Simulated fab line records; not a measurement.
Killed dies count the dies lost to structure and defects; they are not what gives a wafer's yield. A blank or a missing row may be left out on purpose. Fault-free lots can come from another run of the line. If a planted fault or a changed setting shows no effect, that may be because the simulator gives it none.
Matching of chambers    flow nand_harc    NHARC_P_GATE_DESCUM_31 on rie_diel-02: 4 sister chambers
The step chemistry O2, time 3 s. 16 wafers are shown with their chamber, then 8 later ones without.

EACH WAFER AND ITS CHAMBER
wafer   chamber  showerhead_plenum_p_Torr (Torr)  drypump_motor_current_A (A)  oes_product_au (a.u.)
L816.1  0        1.93                             5.5                          0.996
L816.5  2        1.88                             6.2                          0.978
L816.6  1        2.01                             5.5                          0.987
L826.1  2        1.88                             6.1                          0.973
L826.5  2        1.88                             6.1                          0.980
L826.6  1        2.01                             5.5                          0.998
L828.3  0        1.92                             5.5                          0.993
L828.5  3        1.97                             5.1                          0.993
L828.6  2        1.88                             6.2                          0.976
L829.1  2        1.88                             6.1                          0.988
L829.3  3        1.97                             5.1                          0.990
L829.6  0        1.92                             5.5                          0.983
L831.1  1        2.01                             5.5                          1.000
L831.3  0        1.92                             5.4                          0.989
L831.4  3        1.97                             5.1                          1.000
L833.4  0        1.92                             5.5                          0.987

SIGNATURES (averages over the wafers above)
reading                   chamber 0  chamber 1  chamber 2  chamber 3  scatter within a chamber
showerhead_plenum_p_Torr  1.9220     2.0100     1.8800     1.9700     0.00258
drypump_motor_current_A   5.480      5.500      6.140      5.100      0.0408
oes_product_au            0.98960    0.99500    0.97900    0.99433    0.00564
Rule: for a wafer and a chamber, the distance is found by dividing, reading by reading, the gap between the wafer's reading and the chamber's mean by the reading's scatter, squaring, summing and taking the root. If the next closest chamber is less than 2 further off than the closest, the wafer can't be placed; otherwise it belongs to the closest. The scatter is the square root of a quotient: the sum, over the shown wafers, of each reading's squared deviation from its chamber's mean, divided by wafers minus chambers.

WAFERS MISSING THEIR CHAMBER
wafer   showerhead_plenum_p_Torr (Torr)  drypump_motor_current_A (A)  oes_product_au (a.u.)
L833.5  1.97                             5.1                          0.990
L833.6  1.88                             6.1                          0.986
L835.1  2.01                             5.5                          1.008
L835.2  1.97                             5.1                          0.987
L835.4  1.88                             6.1                          0.991
L837.1  1.97                             5.1                          0.997
L837.5  1.97                             5.1                          0.999
L837.6  1.88                             6.2                          0.984

CHAMBER TAKEN BY EACH
wafer   from the rows above  in truth
L833.5  3                    3
L833.6  2                    2
L835.1  1                    1
L835.2  3                    3
L835.4  2                    2
L837.1  3                    3
L837.5  3                    3
L837.6  2                    2
Placed correctly: 8 of 8. Number that these rows cannot place: 0. 0 placed wrongly.
